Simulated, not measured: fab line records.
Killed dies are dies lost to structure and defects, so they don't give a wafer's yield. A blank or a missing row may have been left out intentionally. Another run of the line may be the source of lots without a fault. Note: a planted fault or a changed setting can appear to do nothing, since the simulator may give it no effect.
Lot-split experiment -- flow n5Finfet -- 39 wafers read from 7 lots, route of 1938 steps

== THE SPLIT ==
At N5_HKMG_FIN_ETCH_35 (etches SOC in N2/H2, target depth 215.8 nm, time 243.4 s), the setting biasW was moved away from the recipe's 5 W on 12 of the 39 wafers read, by -19.0% to +15.9%. The other wafers ran this setting at the recipe's value.

The reading is taken at the split's own step.

== THE READING ==
rfVppV, in V, at N5_HKMG_FIN_ETCH_35 (etches SOC in N2/H2, target depth 215.8 nm, time 243.4 s). On this fab line, fault-free wafers typically give 141.8 V with a standard deviation of 1.1 V.

wafer,"tool, chamber at the split","biasW as run, W",against the recipe,"rfVppV, V",against lot-mates on the recipe
L075.1,"rieDiel-03, 0",5,recipe,143.2,-
L075.2,"rieDiel-03, 2",5,recipe,142.5,-
L075.3,"rieDiel-03, 3",5,recipe,139.6,-
L075.4,"rieDiel-03, 2",5.373,+7.5%,146.8,+5.0
L075.5,"rieDiel-03, 0",5.373,+7.5%,148.5,+6.7
L075.6,"rieDiel-03, 3",5.373,+7.5%,146.4,+4.6
L074.1,"rieDiel-01, 2",5.291,+5.8%,146.8,+5.1
L074.2,"rieDiel-01, 0",5,recipe,142.4,-
L074.3,"rieDiel-01, 1",5.291,+5.8%,146.6,+4.9
L074.4,"rieDiel-01, 1",5.291,+5.8%,146.6,+4.9
L074.5,"rieDiel-01, 0",5,recipe,141.2,-
L074.6,"rieDiel-01, 2",5,recipe,141.4,-
L081.3,"rieDiel-03, 3",5,recipe,139.9,-
L081.5,"rieDiel-03, 0",5,recipe,142.5,-
L081.6,"rieDiel-03, 3",5,recipe,139.3,-
L085.1,"rieDiel-05, 2",5,recipe,142.2,-
L085.2,"rieDiel-05, 3",5,recipe,143.5,-
L085.3,"rieDiel-05, 0",5,recipe,142.0,-
L085.4,"rieDiel-05, 1",5,recipe,140.8,-
L085.5,"rieDiel-05, 1",5,recipe,142.8,-
L085.6,"rieDiel-05, 0",5,recipe,140.7,-
L086.1,"rieDiel-05, 3",5.797,+15.9%,157.5,+15.0
L086.2,"rieDiel-05, 1",5.797,+15.9%,155.7,+13.2
L086.3,"rieDiel-05, 2",5.797,+15.9%,157.2,+14.7
L086.4,"rieDiel-05, 3",5,recipe,142.7,-
L086.5,"rieDiel-05, 2",5,recipe,142.6,-
L086.6,"rieDiel-05, 1",5,recipe,142.3,-
L087.1,"rieDiel-01, 0",5,recipe,141.8,-
L087.2,"rieDiel-01, 2",4.052,-19.0%,125.4,-16.3
L087.3,"rieDiel-01, 3",5,recipe,142.2,-
L087.4,"rieDiel-01, 1",4.052,-19.0%,125.1,-16.6
L087.5,"rieDiel-01, 1",5,recipe,141.1,-
L087.6,"rieDiel-01, 0",4.052,-19.0%,124.1,-17.6
L092.1,"rieDiel-03, 0",5,recipe,143.2,-
L092.2,"rieDiel-03, 2",5,recipe,142.2,-
L092.3,"rieDiel-03, 1",5,recipe,142.4,-
L092.4,"rieDiel-03, 3",5,recipe,141.1,-
L092.5,"rieDiel-03, 1",5,recipe,140.7,-
L092.6,"rieDiel-03, 2",5,recipe,142.2,-

FIT RESULTS
A straight line over all 39 wafers: rfVppV changes by +0.896 V for each +1% of biasW; r = +0.99; the points scatter about the line by 1.1 V.
The same after taking each lot's own level away (the mean of its wafers on the recipe; 39 wafers): +0.878 V for each +1%; r = +0.99; scatter 0.95 V.
That fit puts the effect of the largest move of biasW on the reading at 17 V.
The lots' own levels span 140.57 to 142.53 V, that is 1.8 times the standard deviation above.
The two slopes are in agreement: the lot-to-lot level therefore moves the slope only a little.
Check: with one of the wafers moved furthest among these (-19.0%) left out of the fit, the line predicts -16.8 V for it against its lot-mates. Against them it came out at -16.3 V.
Tool readings at the split's step, against how far the setting was moved: rfVppV r = +0.99.

== OTHER SPLITS APPLIED TO THESE WAFERS ==
Other splits were also applied to these wafers ahead of the reading. Each is held against what the fit with the lots' levels taken away leaves over:
other split on the same wafers,wafers away from the commonest value,r with rfVppV (lot level and that fit taken away)
N5_WELL_APT_EXPOSE_05 doseMj,15,-0.15
N5_FIN_SAQP_ALD_61 tempC,12,-0.11
N5_SD_EPI_P_ETCH_37 sourceW,15,+0.01

== FILE'S OWN FIT ==
rfVppV changes by +0.876 V for each +1% of biasW, r = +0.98.
